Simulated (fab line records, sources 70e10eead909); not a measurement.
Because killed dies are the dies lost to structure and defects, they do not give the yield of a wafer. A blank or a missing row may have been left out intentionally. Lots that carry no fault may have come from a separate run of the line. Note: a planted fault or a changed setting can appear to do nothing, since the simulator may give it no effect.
fab line records | flow nand-harc
[record] lots = 5 wafers = 15 last-day = 33
route steps=1302 shown P_ZERO_WELL@44 END@1302
lots with no fault: from the same line, run without faults
start-h: hours from the record's first day to the start of the lot's first wafer shown | wait-h: hours elapsed since this lot's preceding step | " the same as in the row above | L1.1+2: a single row standing in for several wafers | - no value, or no start was given | * or withheld: withheld | < > ~ a bound
route shown NAME@n: NAME is a module with steps in the file, n the number in the route of the first one | usual: mean/standard deviation of fault-free wafers | same: alike in all rows | chamber/n: place in a boat | sites: each site's reading | _std_site: their standard deviation | _edge_site: the outer-site mean with the inner-site mean subtracted | radius-mm: how far each site lies from the wafer's centre | mask NAME#n: copy n | behind: the last tool/chamber to shape the wafer | hold: the reason the lot was held/the length of the hold in hours/how it ended | device: which transistor (n, p or np) failed to switch | end of line: the tests these same wafers got at the end of their route | a step without rows: its recipe alone | killed: count of dies lost to structure and defects at first sort (not the wafer's yield) | map: the dies of a wafer, with x for killed, . for not killed, _ for no die there
set.NAME: the setting the step ran with; set.NAME@STEP: the setting that earlier step ran with | model.NAME: the simulator's own value behind a step, which no gauge read
lots at selected steps of the route; one table per step, one row per wafer
services: the hour from which a tool's chamber was out of use, counted from the record's first day as start-h (under 0 if before that day), plus the number of hours and why
[[steps]]
[step NHARC_P_ZERO_WELL_CD_MEAS_37]
[recipe] target-cd-nm = 720 landing-energy-ev = 500
[usual] cd-nm = 720.3/1.5
// columns lot.wafer tool chamber start-h wait-h cd-nm
L781.1 cd-sem-01 0 114.33 - 720.8
L781.3 " 0 " " 724.5
L781.4 " 0 " " 721.0
L782.1 cd-sem-03 0 124.31 - 718.5
L782.2 " 0 " " 719.5
L782.3 " 0 " " 717.6
L785.1 cd-sem-02 0 154.21 - 722.7
L785.5 " 0 " " 722.2
L785.6 " 0 " " 720.5
L786.1 cd-sem-01 0 164.27 - 721.8
L786.3 " 0 " " 719.5
L786.6 " 0 " " 721.5
L795.3 cd-sem-02 0 254.11 - 719.2
L795.4 " 0 " " 719.3
L795.6 " 0 " " 719.7
[step NHARC_P_ZERO_WELL_HARDBAKE_38]
[recipe] temp-c = 125 time-s = 80
[step NHARC_P_ZERO_WELL_DESCUM_39]
[recipe] time-s = 3 o2-flow-sccm = 200 ar-flow-sccm = 0 bias-power-w = 0 chemistry = O2
[usual] drypump-motor-current-A = 5.6/0.41 oes-product-au = 1.000/0.0091 rf-vpp-V = 57.7/0.94 showerhead-plenum-p-Torr = 1.90/0.062 throttle-valve-pct = 11.311/0.0092
// columns lot.wafer tool chamber start-h wait-h drypump-motor-current-A oes-product-au rf-hours-counter-h rf-vpp-V showerhead-plenum-p-Torr throttle-valve-pct
L781.4 rie-diel-06 2 114.51 - 5.1 1.005 54 58.7 1.96 11.307
L781.3 " 3 " " 5.9 1.016 53 58.0 1.86 11.314
L781.1 " 0 " " 5.7 0.990 43 56.9 1.91 11.313
L782.1 rie-diel-09 0 124.47 - 5.7 1.000 47 57.3 1.85 11.307
L782.3 " 2 " " 5.8 0.990 50 57.5 1.95 11.301
L782.2 " 3 " " 5.8 0.992 42 56.0 1.98 11.296
L785.1 rie-diel-01 0 154.38 - 5.7 1.001 41 58.9 1.89 11.314
L785.6 " 0 " " 5.7 1.013 - 56.7 1.89 11.302
L785.5 " 1 " " 4.8 1.008 - 58.0 1.98 11.322
L786.1 rie-diel-06 3 164.43 - 5.9 1.004 9 57.2 1.86 11.295
L786.3 " 2 " " 5.0 1.001 8 58.2 1.95 11.323
L786.6 " 0 " " 5.7 1.002 - 59.4 1.91 11.322
L795.3 rie-diel-01 0 254.29 - 5.6 0.984 14 58.8 1.89 11.311
L795.4 " 1 " " 4.8 0.996 15 57.0 1.97 11.309
L795.6 " 2 " " 5.9 0.993 - 56.1 1.81 11.300
[step NHARC_P_ZERO_WELL_IMPLANT_40]
[recipe] energy-kev = 300 dose-cm2 = 1e+13 tilt-deg = 7
[step NHARC_P_ZERO_WELL_IMPLANT_59]
[recipe] energy-kev = 120 dose-cm2 = 5e+12 tilt-deg = 7
[step NHARC_P_ZERO_WELL_IMPLANT_60]
[recipe] energy-kev = 30 dose-cm2 = 2e+12 tilt-deg = 7
[step NHARC_P_ZERO_WELL_STRIP_41]
[recipe] time-s = 840 temp-c = 130 chemistry = SPM
[step NHARC_P_ZERO_WELL_DEHYDRATE_44]
[recipe] temp-c = 150 time-s = 120
[step NHARC_P_ZERO_WELL_HMDS_45]
[recipe] time-s = 30
[step NHARC_P_ZERO_WELL_COAT_46]
[recipe] spin-rpm = withheld
[step NHARC_P_ZERO_WELL_SOFTBAKE_47]
[recipe] temp-c = 122 time-s = 95
[step NHARC_P_ZERO_WELL_EBR_48]
[step NHARC_P_ZERO_WELL_EXPOSE_49]
[recipe] na = 0.6 target-cd-nm = 2000 dose-mj = 22.64 mask-id = P_HVPW
// columns lot.wafer tool chamber start-h wait-h mask
L781.1+3+4 krf-scanner-02 0 115.75 - P_HVPW#0
L782.1+2+3 krf-scanner-01 0 125.80 - P_HVPW#0
L785.1+5+6 krf-scanner-02 0 155.59 - P_HVPW#0
L786.1+3+6 krf-scanner-03 0 165.75 - P_NWELL#0
L795.3+4+6 krf-scanner-03 0 255.60 - P_HVPW#0
[step NHARC_P_ZERO_WELL_PEB_50]
[recipe] peb-temp-c = 118 peb-time-s = 85
[step NHARC_P_ZERO_WELL_DEVELOP_51]
[recipe] time-s = 70
[step NHARC_P_ZERO_WELL_CD_MEAS_52]
[recipe] target-cd-nm = 2000 landing-energy-ev = 500
[usual] cd-nm = 2000.4/1.6
// columns lot.wafer tool chamber start-h wait-h cd-nm
L781.1 cd-sem-03 0 115.90 - 1999.8
L781.3 " 0 " " 1999.3
L781.4 " 0 " " 1997.9
L782.1 cd-sem-02 0 125.95 - 2002.4
L782.2 " 0 " " 2003.5
L782.3 " 0 " " 2001.7
L785.1 cd-sem-01 0 155.75 - 1998.7
L785.5 " 0 " " 1998.9
L785.6 " 0 " " 2000.2
L786.1 cd-sem-02 0 165.90 - -
L786.3 " 0 " " -
L786.6 " 0 " " -
L795.3 cd-sem-03 0 255.75 - 2000.7
L795.4 " 0 " " 2001.2
L795.6 " 0 " " 2002.2
[step NHARC_P_ZERO_WELL_HARDBAKE_53]
[recipe] temp-c = 125 time-s = 80
[step NHARC_END_SORT_01]
[recipe] temp-c = 25
[usual] killed-at-array = 59/17 killed-at-other = 0.7/0.9 killed-at-periphery = 3.6/2.3 killed-dies = 63/18 killed-open = 3.4/1.9 killed-short = 2.6/1.7
[same] gross-dies = 677
// columns lot.wafer tool chamber start-h wait-h killed-at-array killed-at-other killed-at-periphery killed-dies killed-open killed-short
L782.1 prober-02 0 682.71 2.5 37 0 4 41 5 3
L782.2 prober-02 0 683.51 2.8 37 0 4 41 6 4
L782.3 prober-02 0 684.31 3.1 44 0 2 46 4 3
L786.1 prober-02 0 704.52 2.5 85 1 591 677 6 2
L786.3 prober-02 0 706.12 3.1 73 2 602 677 2 5
L786.6 prober-02 0 708.51 4.0 67 1 609 677 4 2
// killed by level:class
L782.1 A_CHANNEL_HOLE_D2:chamber-film-flake=15 A_CHANNEL_HOLE_D1:chamber-film-flake=6 A_STAIRCASE:chamber-film-flake=4 A_CONTACT:chamber-film-flake=3 A_ONON_D1:geometric-particle:short=2 A_SLIT:chamber-film-flake=2 P_STI:geometric-particle:open=1 P_GATE:geometric-particle:short=1
L782.2 A_CHANNEL_HOLE_D2:chamber-film-flake=16 A_CHANNEL_HOLE_D1:chamber-film-flake=5 A_CONTACT:chamber-film-flake=4 P_CONTACT:geometric-particle:open=2 A_CHANNEL_HOLE_D1:geometric-particle:short=2 A_CHANNEL_FILL_D2:chamber-film-flake=2 P_M0:geometric-particle:open=1 A_CHANNEL_HOLE_D2:geometric-particle:short=1
L782.3 A_CHANNEL_HOLE_D2:chamber-film-flake=15 A_CHANNEL_HOLE_D1:chamber-film-flake=10 A_SLIT:chamber-film-flake=4 A_CONTACT:chamber-film-flake=4 A_STAIRCASE:chamber-film-flake=3 A_WL_FILL:geometric-particle:open=2 P_CONTACT:geometric-particle:short=1 A_CHANNEL_FILL_D2:geometric-particle:open=1
L786.1 P_ZERO_WELL:area-expose=588 A_CHANNEL_HOLE_D1:chamber-film-flake=36 A_SLIT:chamber-film-flake=34 A_CONTACT:chamber-film-flake=2 A_BLC:chamber-film-flake=2 P_M1:geometric-particle:open=1 A_ONON_D1:geometric-particle:open=1 A_DECK1_JOINT:geometric-particle:open=1
L786.3 P_ZERO_WELL:area-expose=598 A_CHANNEL_HOLE_D1:chamber-film-flake=40 A_SLIT:chamber-film-flake=24 A_CHANNEL_FILL_D2:geometric-particle:short=3 P_CONTACT:chamber-film-flake=3 A_CHANNEL_FILL_D2:chamber-film-flake=3 P_M1:geometric-particle:open=1 A_CHANNEL_FILL_D1:geometric-particle:short=1
L786.6 P_ZERO_WELL:area-expose=607 A_CHANNEL_HOLE_D1:chamber-film-flake=33 A_SLIT:chamber-film-flake=24 A_CHANNEL_FILL_D2:chamber-film-flake=3 A_CHANNEL_FILL_D1:geometric-particle:short=1 A_CHANNEL_FILL_D1:geometric-particle:open=1 A_DECK1_JOINT:geometric-particle:open=1 A_CHANNEL_FILL_D2:geometric-particle:open=1
// map L786.1 (x killed, . not)
____________x____________
_________xxxxxxx_________
_______xxxxxxxxxxx_______
______xxxxxxxxxxxxx______
_____xxxxxxxxxxxxxxx_____
____xxxxxxxxxxxxxxxxx____
____xxxxxxxxxxxxxxxxx____
___xxxxxxxxxxxxxxxxxxx___
___xxxxxxxxxxxxxxxxxxx___
__xxxxxxxxxxxxxxxxxxxxx__
__xxxxxxxxxxxxxxxxxxxxx__
_xxxxxxxxxxxxxxxxxxxxxxx_
_xxxxxxxxxxxxxxxxxxxxxxx_
_xxxxxxxxxxxxxxxxxxxxxxx_
_xxxxxxxxxxxxxxxxxxxxxxx_
_xxxxxxxxxxxxxxxxxxxxxxx_
xxxxxxxxxxxxxxxxxxxxxxxxx
xxxxxxxxxxxxxxxxxxxxxxxxx
xxxxxxxxxxxxxxxxxxxxxxxxx
xxxxxxxxxxxxxxxxxxxxxxxxx
xxxxxxxxxxxxxxxxxxxxxxxxx
_xxxxxxxxxxxxxxxxxxxxxxx_
_xxxxxxxxxxxxxxxxxxxxxxx_
_xxxxxxxxxxxxxxxxxxxxxxx_
_xxxxxxxxxxxxxxxxxxxxxxx_
_xxxxxxxxxxxxxxxxxxxxxxx_
__xxxxxxxxxxxxxxxxxxxxx__
__xxxxxxxxxxxxxxxxxxxxx__
___xxxxxxxxxxxxxxxxxxx___
___xxxxxxxxxxxxxxxxxxx___
____xxxxxxxxxxxxxxxxx____
____xxxxxxxxxxxxxxxxx____
_____xxxxxxxxxxxxxxx_____
______xxxxxxxxxxxxx______
_______xxxxxxxxxxx_______
_________xxxxxxx_________
____________x____________
// map L795.3 (x killed, . not)
____________.____________
_________......._________
_______..........._______
______.............______
_____..............x_____
____.................____
____.................____
___..............xx.xx___
___.................xx___
__..................xxx__
__............x...x.xx.__
_..................xx.xx_
_...................xxxx_
_........x.............._
_x..................x..._
_.......x..............._
x....xx..x...............
.......xx................
.....x...x...............
.......x.x...............
..x......................
_....x.................._
_......................._
_.....x.xx....x....x...x_
_...xx..x..............._
_.x...xxx...x..........._
__..x.xxxx.............__
__....xxx.x............__
___.xxxxx.x.....x.....___
___...xxxx............___
____.x.xx..x.........____
____..xxx............____
_____.xx............_____
______.............______
_______..........._______
_________......._________
____________.____________
[[services]]
// columns tool chamber start-h hours kind
rie-diel-09 3 93.02 6.6 repair
krf-scanner-02 - 94.00 4.0 pm
rie-diel-06 0 109.39 - clean
rie-diel-06 1 109.39 - clean
rie-diel-06 2 109.39 - clean
rie-diel-06 3 109.39 - clean
rie-diel-01 0 109.86 - clean
rie-diel-01 1 109.86 - clean
rie-diel-01 2 109.86 - clean
rie-diel-01 3 109.86 - clean
krf-scanner-03 - 113.98 0.8 repair
rie-diel-06 - 115.88 2.4 repair
rie-diel-01 2 128.34 3.3 repair
krf-scanner-03 - 129.01 1.3 repair
rie-diel-06 - 130.20 9.0 pm
rie-diel-06 0 130.20 9.0 vent-cycle
krf-scanner-01 - 140.00 4.0 pm
rie-diel-09 - 143.13 9.0 pm
krf-scanner-01 - 186.98 0.7 repair
rie-diel-01 2 187.54 16.3 repair
rie-diel-01 - 203.84 9.0 pm
krf-scanner-01 - 216.83 4.2 repair
krf-scanner-03 - 224.00 4.0 pm
rie-diel-06 0 242.40 3.2 repair
[[key]]
[first-sign] step = NHARC_P_ZERO_WELL_EXPOSE_49 reading = mask direction = changed
[effect] step = NHARC_P_ZERO_WELL_CD_MEAS_52 reading = cd-nm direction = missing
[effect] step = NHARC_END_SORT_01 reading = killed-at-periphery direction = up sigmas = 99+ usual = 3.6 struck = 600.7
[more-kills-born-at] NHARC_P_ZERO_WELL_EXPOSE_49@krf-scanner-03 = 1793
met-at NHARC_P_ZERO_WELL_EXPOSE_49
struck-wafers L786.1,L786.3,L786.6
later-rows-left-out L786.1,L786.3,L786.6
tester-left-out L786
[fault] kind = wrong-mask tool = any chamber = - onset-h = 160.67 steps = NHARC_P_ZERO_WELL_EXPOSE_49 aux-copy = P_NWELL#0 scope = struck-lots-only
// tester-left-out: of these lots the tester's yield and bins aren't shown, on N5 and GAA mostly nor the transistor test; their killed dies are dies lost to structure and defects alone, not to doping, threshold or leakage, so they don't give the yield
// later-rows-left-out: the simulator's readings of these wafers behind a module that went badly wrong aren't trusted and aren't shown, but for the sort
